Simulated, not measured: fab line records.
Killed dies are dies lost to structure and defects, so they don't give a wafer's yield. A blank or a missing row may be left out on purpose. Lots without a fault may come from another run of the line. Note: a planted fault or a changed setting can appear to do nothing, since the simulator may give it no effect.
Which tool was responsible?    flow nandHarc    45 wafers from 15 lots sampled at 3 of the route's 1302 steps

== WHAT THE GAUGES READ, wafer by wafer ==
NHARC_A_BONDPAD_OVL_MEAS_35. Usual: overlayXNm 1 nm, standard deviation 7.1; overlayYNm 0 nm, standard deviation 4.3.
lot   measured      on          overlayXNm (nm)  overlayYNm (nm)  flag
L115  day 23 22:45  overlay-01  5 5 5            0 1 1            
L117  day 24 12:16  overlay-01  9 10 9           4 4 4            
L118  day 25 04:37  overlay-01  1 0 1            10 10 10         
L119  day 26 03:10  overlay-01  3 3 3            -1 -1 -1         
L120  day 26 17:37  overlay-02  5 5 5            -5 -5 -5         
L121  day 26 19:37  overlay-01  -1 -1 0          0 0 0            
L123  day 28 02:40  overlay-01  -3 -4 -4         7 7 7            
L122  day 28 06:57  overlay-02  -1 -2 -1         -4 -4 -4         
L126  day 28 09:30  overlay-02  4 4 4            0 0 0            
L125  day 28 15:35  overlay-02  4 4 4            -1 -1 -1         
L127  day 28 21:53  overlay-02  14 14 14         0 -1 -1          
L129  day 28 22:49  overlay-01  5 4 5            0 1 0            
L135  day 31 14:49  overlay-01  16 17 17         4 4 4            
L134  day 31 18:31  overlay-02  -14 -15 -14      -8 -8 -7         
L136  day 33 11:43  overlay-01  4 4 4            5 4 5            

NHARC_THIN_TSV_CD_MEAS_12: target cd 1000 nm. Usual: cdNm 999.5 nm, standard deviation 1.7.
lot   measured      on        cdNm (nm)             flag
L115  day 24 15:10  cdSem-01  999.6 996.9 998.7     
L117  day 25 03:05  cdSem-01  999.1 1000.3 999.4    
L118  day 26 04:51  cdSem-03  1000.7 1001.7 1001.8  
L119  day 26 18:02  cdSem-02  1000.8 999.2 997.5    
L120  day 27 08:36  cdSem-01  996.5 999.2 997.7     
L121  day 27 09:51  cdSem-01  999.1 997.0 999.1     
L123  day 28 15:38  cdSem-03  999.8 1000.4 999.0    
L122  day 28 21:53  cdSem-01  1001.6 1001.1 999.5   
L126  day 28 23:06  cdSem-02  998.3 999.4 1001.0    
L125  day 29 06:33  cdSem-03  998.2 999.5 1001.1    
L127  day 29 14:12  cdSem-03  998.0 997.5 997.7     
L129  day 29 15:31  cdSem-03  999.3 999.1 1000.0    
L135  day 32 12:53  cdSem-02  997.4 1000.4 1000.8   
L134  day 32 14:03  cdSem-01  997.5 997.7 996.8     
L136  day 34 02:39  cdSem-03  1001.1 999.7 999.3    

== WHICH TOOL RAN EACH LOT (tool, then ch and the chambers of the sampled wafers, then the start) ==
lot   NHARC_A_BONDPAD_PRE_CLEAN_26
L115  pvdSputter-01, day 24 15:10 or earlier
L117  pvdSputter-03, day 25 03:05 or earlier
L118  pvdSputter-02, day 26 04:51 or earlier
L119  pvdSputter-01, day 26 18:02 or earlier
L120  pvdSputter-01, day 27 08:36 or earlier
L121  pvdSputter-03, day 27 09:51 or earlier
L123  pvdSputter-01, day 28 15:38 or earlier
L122  pvdSputter-01, day 28 21:53 or earlier
L126  pvdSputter-03, day 28 23:06 or earlier
L125  pvdSputter-01, day 29 06:33 or earlier
L127  pvdSputter-01, day 29 14:12 or earlier
L129  pvdSputter-03, day 29 15:31 or earlier
L135  pvdSputter-01, day 31 15:58
L134  pvdSputter-01, day 32 14:03 or earlier
L136  pvdSputter-01, day 34 02:39 or earlier
- NHARC_A_BONDPAD_PRE_CLEAN_26: time 30 s.

== WHAT THE TOOLS THEMSELVES READ (means of the sampled wafers that have a number; where no wafer has one, the mark that the record gives instead) ==
NHARC_A_BONDPAD_PRE_CLEAN_26. Usual: heaterPowerW 408 W, standard deviation 39.
lot   tool           heaterPowerW (W)  flag
L115  pvdSputter-01  392               
L117  pvdSputter-03  441               
L118  pvdSputter-02  368               
L119  pvdSputter-01  415               
L120  pvdSputter-01  394               
L121  pvdSputter-03  405               
L123  pvdSputter-01  403               
L122  pvdSputter-01  401               
L126  pvdSputter-03  474               
L125  pvdSputter-01  408               
L127  pvdSputter-01  402               
L129  pvdSputter-03  428               
L135  pvdSputter-01  420               
L134  pvdSputter-01  397               
L136  pvdSputter-01  405               

== THE ANSWER, worked out from the rows above alone ==
Rule: take the mean of a lot's wafers that have a number; if it is more than 3 standard deviations from the usual mean, the lot is off. A lot without any number at a reading at which 4 lots or more have one is off too. The other lots that the step has rows for count as sound. Order of review: gauges by route order, followed by the tools' own readings, for which a lot's mean as printed above is used. The first step at which some lot is off is used, and at that step the reading that is off furthest; a lot without a number counts as furthest.
None of the lots is off at any reading shown; this tells nothing.

== WHAT WAS PUT IN BY THE SIMULATOR ==
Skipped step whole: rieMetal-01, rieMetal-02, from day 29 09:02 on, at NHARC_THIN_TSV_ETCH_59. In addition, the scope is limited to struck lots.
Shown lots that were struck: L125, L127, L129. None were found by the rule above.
